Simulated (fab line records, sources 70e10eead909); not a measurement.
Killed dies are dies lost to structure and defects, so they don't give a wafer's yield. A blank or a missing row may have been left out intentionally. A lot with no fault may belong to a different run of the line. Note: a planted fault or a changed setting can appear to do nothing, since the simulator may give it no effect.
Which tool did it? | flow nand harc | Sampling: 12 lots, 35 wafers, 6 of 1302 route steps

WHAT EACH GAUGE READ, for each wafer
NHARC_A_BLC_INSPECT_28.
lot  | measured     | on                | raw defect count
L973 | day 23 03:51 | defect inspect-02 | 593 579 617
L974 | day 23 05:40 | defect inspect-01 | 300 246 364
L975 | day 23 12:42 | defect inspect-01 | 443 416 450
L977 | day 24 12:13 | defect inspect-02 | 397 421 542
L979 | day 25 01:37 | defect inspect-01 | 502 570 469
L980 | day 25 04:46 | defect inspect-02 | 481 485 478
L982 | day 26 19:41 | defect inspect-01 | 358 397 305
L989 | day 29 00:59 | defect inspect-02 | 717 516
L993 | day 30 19:46 | defect inspect-01 | 365 451 383
L994 | day 31 17:53 | defect inspect-01 | 361 385 326
L995 | day 32 00:48 | defect inspect-02 | 499 686 570
L996 | day 32 10:47 | defect inspect-01 | 428 466 572

NHARC_A_M0_CD_MEAS_09: the cd target is 80 nm.
lot  | measured     | on        | cd nm (nm)
L973 | day 23 04:45 | cd sem-03 | 80.1 81.0 79.9
L974 | day 23 06:34 | cd sem-03 | 81.4 79.9 80.3
L975 | day 23 13:37 | cd sem-03 | 78.7 79.4 79.1
L977 | day 24 13:07 | cd sem-02 | 79.4 79.4 80.6
L979 | day 25 02:31 | cd sem-01 | 79.7 80.0 81.0
L980 | day 25 05:40 | cd sem-03 | 79.7 79.3 80.1
L982 | day 26 20:28 | cd sem-03 | 80.2 79.7 80.5
L989 | day 29 01:53 | cd sem-03 | 77.2 77.8
L993 | day 30 20:40 | cd sem-01 | 80.2 80.1 80.4
L994 | day 31 18:48 | cd sem-02 | 79.6 80.8 79.5
L995 | day 32 01:43 | cd sem-02 | 80.2 79.8 80.2
L996 | day 32 11:49 | cd sem-02 | 79.9 79.7 79.3

NHARC_A_M0_OVL_MEAS_10: pitch 160 nm.
lot  | measured     | on         | overlay x nm (nm) | overlay y nm (nm)
L973 | day 23 04:50 | overlay-01 | -0.1 -0.6 -0.6    | 0.5 0.3 0.9
L974 | day 23 06:40 | overlay-01 | -1.6 -0.8 -1.0    | -1.3 -0.6 -0.7
L975 | day 23 13:42 | overlay-01 | 0.6 1.5 0.7       | 1.3 1.1 1.5
L977 | day 24 13:12 | overlay-02 | 1.3 1.0 1.1       | -1.5 -1.3 -1.5
L979 | day 25 02:36 | overlay-01 | -0.2 -0.5 -1.6    | -0.5 -0.6 -0.3
L980 | day 25 05:46 | overlay-01 | -1.4 -1.2 -1.9    | -0.1 -0.3 -0.5
L982 | day 26 20:33 | overlay-02 | -1.7 -2.4 -2.0    | 1.1 1.3 1.6
L989 | day 29 01:58 | overlay-01 | 0.4 0.2           | -0.4 0.1
L993 | day 30 20:46 | overlay-02 | -0.3 -0.7 -0.6    | -0.1 0.1 0.4
L994 | day 31 18:53 | overlay-02 | -1.2 -0.8 -1.2    | 0.1 0.2 0.2
L995 | day 32 01:48 | overlay-01 | -0.2 0.1 0.1      | -0.6 -0.2 -0.4
L996 | day 32 11:55 | overlay-02 | -0.3 0.1 0.2      | 0.3 -0.5 -0.8

NHARC_A_M0_CD_MEAS_16.
lot  | measured     | on        | cd nm (nm)
L973 | day 23 05:14 | cd sem-01 | 79.0 80.0 79.8
L974 | day 23 07:04 | cd sem-03 | 81.3 79.7 79.6
L975 | day 23 14:06 | cd sem-03 | 78.6 78.9 78.8
L977 | day 24 13:36 | cd sem-01 | 78.9 79.4 80.6
L979 | day 25 03:01 | cd sem-02 | 79.3 80.4 80.9
L980 | day 25 06:09 | cd sem-03 | 79.4 78.6 80.0
L982 | day 26 20:57 | cd sem-02 | 80.0 79.5 80.3
L989 | day 29 02:23 | cd sem-01 | 76.7 77.5
L993 | day 30 21:09 | cd sem-03 | 80.5 79.7 79.4
L994 | day 31 19:17 | cd sem-03 | 80.2 79.9 79.4
L995 | day 32 02:11 | cd sem-03 | 80.4 79.7 80.5
L996 | day 32 12:19 | cd sem-02 | 80.0 79.8 79.5

WHAT TOOL EACH LOT RAN ON (gives the tool, then ch and the chambers of the sampled wafers, and finally the start)
lot  | NHARC_A_BLC_DESCUM_15              | NHARC_A_M0_PEB_07
L973 | rie diel-06 ch 0,1,3, day 23 00:55 | litho track-01 ch 0, day 23 04:40
L974 | rie diel-07 ch 0,1,3, day 23 02:38 | litho track-01 ch 0, day 23 06:29
L975 | rie diel-06 ch 0,1,2, day 23 09:46 | litho track-06 ch 0, day 23 13:32
L977 | rie diel-06 ch 1,2, day 24 08:51   | litho track-06 ch 0, day 24 13:02
L979 | rie diel-06 ch 1,2, day 24 22:41   | litho track-06 ch 0, day 25 02:26
L980 | rie diel-07 ch 1,2, day 25 01:50   | litho track-01 ch 0, day 25 05:35
L982 | rie diel-06 ch 0,3, day 26 16:43   | litho track-04 ch 0, day 26 20:23
L989 | rie diel-07 ch 3, day 28 21:54     | litho track-06 ch 0, day 29 01:48
L993 | rie diel-03 ch 0,1,2, day 30 16:43 | litho track-01 ch 0, day 30 20:35
L994 | rie diel-07 ch 0,3, day 31 14:57   | litho track-04 ch 0, day 31 18:43
L995 | rie diel-07 ch 0,2,3, day 31 21:51 | litho track-06 ch 0, day 32 01:38
L996 | rie diel-03 ch 0,2, day 32 07:50   | litho track-04 ch 0, day 32 11:44
- NHARC_A_BLC_DESCUM_15: chemistry O2, time 3 s.
- NHARC_A_M0_PEB_07: peb time 65 s.

WHAT THE TOOLS THEMSELVES READ (means of the sampled wafers that have a number; where no wafer has one, the mark that the record gives instead)
NHARC_A_BLC_DESCUM_15.
lot  | tool        | drypump motor current A (A) | oes product au (a.u.) | rf vpp V (V) | showerhead plenum p Torr (Torr) | throttle valve pct (%)
L973 | rie diel-06 | 5.6                         | 1.004                 | 58.4         | 1.98                            | 11.312
L974 | rie diel-07 | 5.7                         | 0.999                 | 58.0         | 1.87                            | 11.306
L975 | rie diel-06 | 5.5                         | 0.997                 | 57.9         | 1.94                            | 11.316
L977 | rie diel-06 | 5.2                         | 0.998                 | 57.5         | 1.86                            | 11.313
L979 | rie diel-06 | 5.4                         | 0.993                 | 57.5         | 1.90                            | 11.308
L980 | rie diel-07 | 6.3                         | 0.990                 | 58.4         | 1.91                            | 11.313
L982 | rie diel-06 | 6.0                         | 0.996                 | 57.3         | 2.05                            | 11.315
L989 | rie diel-07 | 5.2                         | 1.008                 | 57.3         | 1.86                            | 11.310
L993 | rie diel-03 | 5.3                         | 0.998                 | 58.1         | 1.93                            | 11.309
L994 | rie diel-07 | 5.3                         | 1.010                 | 58.1         | 1.84                            | 11.323
L995 | rie diel-07 | 5.7                         | 1.001                 | 57.7         | 1.84                            | 11.309
L996 | rie diel-03 | 5.5                         | 1.005                 | 59.0         | 1.84                            | 11.320

NHARC_A_M0_PEB_07.
lot  | tool           | heater power total W (W) | plate temp C (C)
L973 | litho track-01 | 156.9                    | 99.91
L974 | litho track-01 | 156.7                    | 99.95
L975 | litho track-06 | 156.1                    | 100.20
L977 | litho track-06 | 156.7                    | 100.03
L979 | litho track-06 | 156.6                    | 100.17
L980 | litho track-01 | 156.6                    | 99.94
L982 | litho track-04 | 156.4                    | 100.01
L989 | litho track-06 | 155.0                    | 99.42
L993 | litho track-01 | 156.5                    | 99.98
L994 | litho track-04 | 156.9                    | 100.26
L995 | litho track-06 | 156.4                    | 99.88
L996 | litho track-04 | 156.3                    | 100.08

THE ANSWER, worked out from the rows above alone
Rule: the usual values come from the lots themselves. Put in order of their means at a reading, lots are off if they are a third of the lots or fewer, leave a main group of 4 or more, and stand apart from it by a gap of 3 or more times the standard deviation of the main group's means; of several such gaps the widest counts. If all means in a main group match to the digits the tables above print for the reading, that group is not used. A lot without any number at a reading at which 4 lots or more have one is off too. All remaining lots with rows at the step are treated as sound. After the gauges, taken in route order, come the tools' own readings; for these a lot's mean is taken, as printed above. The first step at which some lot is off is used, and at that step the reading that is off furthest; a lot without a number counts as furthest.
Off: L989, at NHARC_A_M0_CD_MEAS_09 (cd nm). Main group: mean 80.0 nm, sd 0.39.
If a tool, at a process step before that reading, ran all the lots that are off and no sound lot after the first of them, it fits. The gauges at NHARC_A_M0_CD_MEAS_09 aren't tried: what is off there is off at NHARC_A_M0_CD_MEAS_16 too, on other tools, and a gauge's error can't cause that. Of those tried, none fits.

WHAT WAS PUT IN BY THE SIMULATOR
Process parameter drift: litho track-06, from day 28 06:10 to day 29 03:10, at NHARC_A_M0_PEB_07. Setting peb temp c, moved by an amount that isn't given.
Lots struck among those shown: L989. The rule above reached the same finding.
